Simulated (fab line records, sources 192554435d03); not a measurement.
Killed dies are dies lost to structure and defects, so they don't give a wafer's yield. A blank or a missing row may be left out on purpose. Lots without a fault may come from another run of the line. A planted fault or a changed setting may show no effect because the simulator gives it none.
fab line records | flow n5_finfet | part 2 of 2: steps 5 to 6 of 6
record lots=19 wafers=57 last_day=17
route steps=1938 shown MOL_CONTACT_COAG@607 BEOL_M0_SAQP@640
lots that met no fault: from a run of the same line without faults
start_h: hours from the record's first day to the start of the lot's first wafer shown | wait_h: hours since the lot's step before | " the same as in the row above | L1.1+2: a row that stands for several wafers | - no value, or no start given | * or withheld: withheld | < > ~ a bound
route shown NAME@n: a module of which the file shows steps, and the number in the route of the first | usual: mean/standard deviation of fault-free wafers | same: alike in all rows | chamber/n: place in a boat | sites: the reading at each site | _std_site: their standard deviation | _edge_site: outer sites' mean less inner sites' | radius_mm: how far each site lies from the wafer's centre | mask NAME#n: copy n | behind: the tool/chamber that last shaped the wafer | hold: why the lot was held/for how many hours/how that ended | device: the transistor (n, p or np) that didn't switch | end of line: the same wafers' tests at the end of the route | a step without rows: its recipe alone | killed: dies lost to structure and defects at the first sort, not the wafer's yield | map: a wafer's dies, x killed, . not, _ none there
set.NAME: the setting as run; set.NAME@STEP: as run at that earlier step | model.NAME: the simulator's own value behind a step, which no gauge read
steps of the route over a sample of lots; a table a step, a row a wafer
services: from which hour (start_h, from the record's first day; less than 0 if before it) a tool's chamber was out of use, for how many hours, and why
## steps
# step N5_BEOL_M0_SAQP_STRIP_86
# recipe chemistry=N2/H2 power_w=500 temp_c=40 pressure_mtorr=50 rf_frequency_hz=6e+07 overash_fraction=0.3 bias_power_w=28 h2_frac=0.5 n2_flow_sccm=300 h2_flow_sccm=300
# usual drypump_motor_current_A=5.6/0.52 oes_product_au=0.80/0.09 rf_vpp_V=121.9/1.4 showerhead_plenum_p_Torr=3.34/0.1 throttle_valve_pct=18.9/0.31
# columns lot.wafer tool chamber start_h wait_h drypump_motor_current_A oes_product_au rf_hours_counter_h rf_vpp_V showerhead_plenum_p_Torr throttle_valve_pct
L074.4 rie_diel-02 1 107.42 0.1 6.1 0.69 - 118.8 3.30 18.9
L074.5 " 3 " " 5.6 0.73 - 122.5 3.49 19.2
L074.6 " 0 " " 6.0 0.74 - 121.5 3.33 18.8
L075.1 rie_diel-02 3 115.77 0.1 5.6 0.70 184 122.0 3.48 19.2
L075.3 " 0 " " 6.0 0.73 198 122.6 3.33 18.8
L075.6 " 1 " " 6.1 0.68 - 121.7 3.29 18.9
L076.1 rie_diel-02 0 123.22 0.1 5.9 0.72 200 121.9 3.33 18.8
L076.3 " 1 " " 6.0 0.68 256 121.4 3.29 18.9
L076.5 " 0 " " 6.0 0.73 - 121.5 3.33 18.8
L077.1 rie_diel-01 3 129.71 0.1 4.7 0.82 75 120.9 3.27 18.6
L077.2 " 0 " " 5.8 0.77 133 122.7 3.51 19.6
L077.5 " 0 " " 5.7 0.77 - 125.4 3.51 19.5
L078.1 rie_diel-02 0 133.26 0.3 6.0 0.71 204 123.4 3.33 18.8
L078.3 " 3 " " 5.6 0.71 - 124.3 3.48 19.2
L078.5 " 0 " " 5.9 0.72 - 121.7 3.33 18.8
L079.2 rie_diel-02 0 137.08 0.1 6.0 0.73 206 122.2 3.33 18.8
L079.4 " 0 " " 6.0 0.73 - 120.3 3.33 18.8
L079.5 " 0 " " 5.9 0.72 - 121.0 3.33 18.8
L080.1 rie_diel-02 3 139.94 0.1 5.6 0.70 194 120.3 3.48 19.2
L080.4 " 3 " " 5.6 0.71 - 122.6 3.48 19.2
L080.6 " 0 " " 6.0 0.72 - 124.2 3.33 18.8
L081.3 rie_diel-06 0 149.87 0.1 5.8 1.00 2 120.7 3.30 18.4
L081.4 " 3 " " 5.9 0.87 - 121.2 3.28 18.7
L081.5 " 0 " " 5.8 1.00 - 122.1 3.30 18.4
L082.2 rie_diel-06 0 156.28 0.1 5.8 1.00 5 121.7 3.30 18.4
L082.3 " 3 " " 5.9 0.87 44 119.6 3.28 18.7
L082.6 " 3 " " 5.9 0.86 - 121.8 3.27 18.7
L087.1 rie_diel-06 2 183.91 0.1 5.6 0.70 218 120.1 3.33 18.8
L087.2 " 1 " " 6.6 0.87 52 123.5 3.54 19.0
L087.3 " 3 " " 5.9 0.84 54 119.2 3.27 18.7
L088.1 rie_diel-02 1 197.03 0.1 6.1 0.95 9 120.4 3.29 18.5
L088.4 " 0 " " 6.0 0.70 226 123.9 3.32 18.9
L088.5 " 3 " " 5.6 0.69 - 123.7 3.47 19.2
L089.1 rie_diel-01 2 200.67 0.1 5.0 0.82 79 122.7 3.27 18.9
L089.3 " 0 " " 5.8 0.74 153 120.6 3.50 19.6
L089.6 " 2 " " 5.0 0.82 - 122.4 3.27 18.9
L090.3 rie_diel-01 0 204.22 0.2 5.7 0.75 154 122.6 3.49 19.6
L090.4 " 1 " " 5.8 0.75 155 121.5 3.23 18.6
L090.6 " 3 " " 4.7 0.82 - 122.2 3.26 18.7
L092.1 rie_diel-01 1 216.51 0.1 5.8 0.74 158 122.4 3.23 18.6
L092.2 " 0 " " 5.8 0.74 158 121.4 3.49 19.6
L092.3 " 2 " " 5.0 0.81 83 121.9 3.27 18.9
L093.3 rie_diel-01 0 220.06 0.2 5.8 0.74 159 122.2 3.49 19.6
L093.4 " 2 " " 4.9 0.82 84 120.3 3.27 18.9
L093.6 " 3 " " 4.7 0.83 - 124.1 3.26 18.6
L094.1 rie_diel-01 1 228.76 0.1 5.8 0.74 164 121.0 3.22 18.6
L094.4 " 2 " " 5.0 0.80 89 121.5 3.27 18.9
L094.6 " 3 " " 4.7 0.82 - 122.2 3.26 18.7
L095.1 rie_diel-02 3 237.44 0.1 5.5 0.68 220 125.9 3.46 19.2
L095.4 " 2 " " 6.0 0.92 28 126.6 3.28 18.7
L095.5 " 1 " " 6.1 0.95 - 121.5 3.28 18.5
L097.2 rie_diel-06 2 246.22 0.1 5.7 0.68 240 124.0 3.32 18.8
L097.3 " 3 " " 5.9 0.82 76 120.9 3.26 18.7
L097.6 " 1 " " 6.6 0.85 - 124.5 3.53 19.0
L096.3 rie_diel-01 2 249.97 0.1 5.0 0.80 95 120.4 3.26 18.9
L096.4 " 0 " " 5.8 0.72 171 124.9 3.48 19.6
L096.6 " 3 " " 4.7 0.81 - 122.1 3.25 18.7
# step N5_BEOL_M0_SAQP_SPACER1_ALD_98
# recipe material=SiO2 target_thk_a=128 temp_c=300 ald_precursor_family=BDEAS ald_co_reactant=O2-plasma pulse_time_s=1 purge_time_s=2 co_reactant_purge_time_s=2 ald_cycles=138 pressure_torr=2
# usual heater_power_outer_w=266/18 heater_power_w=479/40 precursor_pulse_height_rel=1.002/0.019 susceptor_temp_C=299.99/0.2
# columns lot.wafer tool chamber start_h wait_h heater_power_outer_w heater_power_w precursor_pulse_height_rel susceptor_temp_C
L074.4 ald_sin-01 1 107.92 0.1 292 552 1.017 299.51
L074.5 " 2 " " 268 453 0.996 299.96
L074.6 " 1 " " 285 548 1.029 299.82
L075.1 ald_sin-03 3 116.28 0.3 290 518 1.024 299.86
L075.3 " 0 " " 267 452 0.996 300.05
L075.6 " 0 " " 257 455 0.987 300.13
L076.1 ald_sin-03 0 123.74 0.3 257 452 0.983 300.51
L076.3 " 1 " " 279 510 0.981 299.59
L076.5 " 0 " " 257 445 1.007 300.10
L077.1 ald_sin-03 2 130.22 0.3 250 433 0.997 299.68
L077.2 " 3 " " 293 525 0.984 300.15
L077.5 " 0 " " 260 456 1.001 300.04
L078.1 ald_sin-01 3 133.80 0.3 230 429 1.006 299.56
L078.3 " 2 " " 264 467 0.992 299.88
L078.5 " 2 " " 269 468 1.057 299.66
L079.2 ald_sin-02 2 139.47 2.1 241 468 0.991 300.33
L079.4 " 1 " " 259 460 1.023 299.99
L079.5 " 3 " " 290 490 1.020 300.02
L080.1 ald_sin-02 1 140.71 0.5 259 458 1.003 300.01
L080.4 " 3 " " 284 510 1.032 299.89
L080.6 " 2 " " 240 473 1.006 299.93
L081.3 ald_sin-02 0 151.05 0.6 287 526 1.016 299.83
L081.4 " 2 " " 239 471 1.020 300.06
L081.5 " 2 " " 236 456 1.023 300.15
L082.2 ald_sin-03 2 158.35 1.8 251 435 1.017 299.86
L082.3 " 3 " " 291 518 1.020 299.97
L082.6 " 0 " " 268 449 1.023 300.22
L087.1 ald_sin-03 2 185.53 1.4 243 440 1.013 299.94
L087.2 " 3 " " 284 523 1.008 299.82
L087.3 " 0 " " 261 456 0.982 300.03
L088.1 ald_sin-02 1 197.55 0.3 267 445 0.969 299.87
L088.4 " 0 " " 293 508 0.977 300.20
L088.5 " 3 " " 283 492 0.992 300.31
L089.1 ald_sin-03 1 201.19 0.3 273 519 0.986 299.96
L089.3 " 0 " " 266 458 0.975 299.87
L089.6 " 0 " " 259 457 0.986 299.95
L090.3 ald_sin-01 0 204.73 0.1 242 407 1.042 300.14
L090.4 " 1 " " 268 539 1.002 299.91
L090.6 " 0 " " 244 403 1.016 299.97
L092.1 ald_sin-02 0 217.03 0.3 292 516 0.996 299.91
L092.2 " 1 " " 262 455 0.969 300.02
L092.3 " 2 " " 248 458 0.993 300.07
L093.3 ald_sin-03 1 221.87 1.4 275 517 0.993 299.88
L093.4 " 0 " " 272 453 0.985 299.96
L093.6 " 1 " " 274 510 1.032 299.90
L094.1 ald_sin-03 3 229.40 0.3 280 524 0.983 300.10
L094.4 " 2 " " 248 438 1.020 299.89
L094.6 " 2 " " 241 429 0.981 300.10
L095.1 ald_sin-02 3 238.58 0.9 285 499 0.995 300.24
L095.4 " 2 " " 247 476 1.027 299.86
L095.5 " 2 " " 247 467 1.024 299.98
L097.2 ald_sin-01 2 247.21 0.7 275 468 0.990 300.23
L097.3 " 1 " " 267 547 1.007 300.12
L097.6 " 2 " " 269 487 0.988 300.35
L096.3 ald_sin-02 2 250.49 0.1 244 468 0.989 300.40
L096.4 " 1 " " 258 452 0.969 300.14
L096.6 " 1 " " 261 465 0.983 299.94
## services
# columns tool chamber start_h hours kind
ald_sin-03 - 85.25 14.0 pm
rie_diel-01 3 89.53 8.7 repair
rie_diel-03 3 95.34 22.6 repair
pecvd-03 0 98.50 6.5 repair
rie_diel-01 3 103.31 18.9 repair
rie_diel-03 0 103.91 18.7 repair
rie_diel-02 2 105.26 7.6 repair
rie_diel-03 - 112.50 2.8 repair
rie_diel-06 0 115.84 5.3 repair
rie_diel-04 2 116.92 6.0 repair
pecvd-03 - 126.99 0.5 repair
rie_diel-06 1 128.14 16.7 repair
rie_diel-02 2 132.32 6.3 repair
pecvd-04 - 133.72 14.6 pm
rie_diel-06 2 142.69 23.3 repair
pecvd-04 0 173.37 10.2 repair
pecvd-04 2 190.12 32.7 repair
pecvd-03 2 198.64 13.5 repair
rie_diel-02 - 215.56 14.6 pm
ald_sin-03 2 215.76 1.7 repair
ald_sin-02 3 215.92 20.9 repair
rie_diel-05 0 219.57 8.4 repair
rie_diel-01 - 231.04 0.4 repair
rie_diel-05 2 241.26 2.6 repair
